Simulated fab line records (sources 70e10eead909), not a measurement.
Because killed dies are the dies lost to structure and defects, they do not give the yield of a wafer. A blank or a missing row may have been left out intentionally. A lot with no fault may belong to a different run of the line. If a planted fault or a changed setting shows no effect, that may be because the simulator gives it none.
Struck lot and sound lot, side by side | flow nand_harc | 15 steps out of a route of 1159
Sound: wafers L873.2, L873.5, L873.6. The struck wafers were L861.1, L861.5, L861.6. The cause comes at the end.
Per side, at each step with rows, come the tool, then ch with its chambers, and then its first start. Under that, the readings that differ: sound wafers | struck wafers | difference of the means | sigmas: that difference in standard deviations of wafers without a fault.
alike: readings with means less than 2 such deviations apart, plus words and numbers identical on both sides. not compared: withheld readings, readings lacking a value on some wafer, bounds such as >300 that could conceal the same value, and numbers that have no deviation in the record and whose values overlap.
Wherever a step has rows on one side only, a row that says differs or no value, or a row with sigmas, the two part there. Non-overlapping numbers with no deviation appear without sigmas and do not part them. A reading missing from all wafers of one side parts the sides only when that side holds two or more wafers.

first, 8 steps without rows for these wafers: NHARC_A_ZERO_WELL_HMDS_03 (time 30 s); NHARC_A_ZERO_WELL_COAT_18 (time 65 s); NHARC_A_ZERO_WELL_COAT_04 (resist thk 600 nm); NHARC_A_ZERO_WELL_SOFTBAKE_05 (time 70 s); NHARC_A_ZERO_WELL_EBR_06; NHARC_A_ZERO_WELL_EXPOSE_07 (exposes mask A ZERO); NHARC_A_ZERO_WELL_PEB_08 (peb time 80 s); NHARC_A_ZERO_WELL_DEVELOP_09 (time 50 s).
NHARC_A_ZERO_WELL_CD_MEAS_10 targets a cd of 2000 nm.
  sound on cd_sem-02 ch 0, day 11 22:55; struck on cd_sem-01 ch 0, day 10 08:01
  alike: cd_nm
then, 1 step without rows for these wafers: NHARC_A_ZERO_WELL_HARDBAKE_11 (time 65 s).
NHARC_A_ZERO_WELL_DESCUM_12: chemistry O2, time 3 s.
  sound on rie_diel-10 ch 0,2,3, day 11 23:05; struck on rie_diel-08 ch 1,2,3, day 10 08:12
  alike: drypump_motor_current_A, oes_product_au, rf_vpp_V, showerhead_plenum_p_Torr, throttle_valve_pct
  not compared: rf_hours_counter_h
NHARC_A_ZERO_WELL_ETCH_19: etches the open film in N2/H2, target depth 80 nm, overetch 24 nm, time 87.88 s.
  sound on rie_diel-10 ch 0,2,3, day 11 23:10; struck on rie_diel-08 ch 1,2, day 10 08:18
  alike: bias_w, chamber_pressure_mTorr, drypump_motor_current_A, h2_flow_sccm, oes_product_au, rf_vpp_V, showerhead_plenum_p_Torr, throttle_valve_pct
  not compared: rf_hours_counter_h
NHARC_A_ZERO_WELL_ETCH_13: etches the open film in HBr/Cl2, target depth 120 nm, time 40.1 s.
  sound on rie_si-01 ch 0,1,3, day 11 23:18; struck on rie_si-01 ch 0,1,3, day 10 08:26
  no value came back on the struck wafers for any of 6 readings (bias_w (W), chamber_pressure_mTorr (mTorr) and others); on the sound wafers bias_w (W) reads 99.8 100.2 99.7
  not compared: rf_hours_counter_h
then, 1 step without rows for these wafers: NHARC_A_ZERO_WELL_STRIP_14 (strips in SPM, time 900 s).
-- record jumps: 12 days between struck wafers' starts before vs after; left off in module A_ZERO_WELL, resumes in module END, first step shown is number 1159 of the route --
NHARC_END_SORT_01:
  sound on prober-01 ch 0, day 25 04:09; struck on prober-01 ch 0, day 22 15:26
  reading         | sound    | struck      | difference | sigmas
  killed_at_array | 28 33 31 | 675 672 673 | +643       | +58
  killed_dies     | 31 36 31 | 677 677 677 | +644       | +59
  alike: killed_at_other, killed_at_periphery, killed_open, killed_short

== WHERE THEY PART ==
Earliest at NHARC_A_ZERO_WELL_ETCH_13; latest, in this record, at NHARC_END_SORT_01.

WHY: what had been put in by the simulator
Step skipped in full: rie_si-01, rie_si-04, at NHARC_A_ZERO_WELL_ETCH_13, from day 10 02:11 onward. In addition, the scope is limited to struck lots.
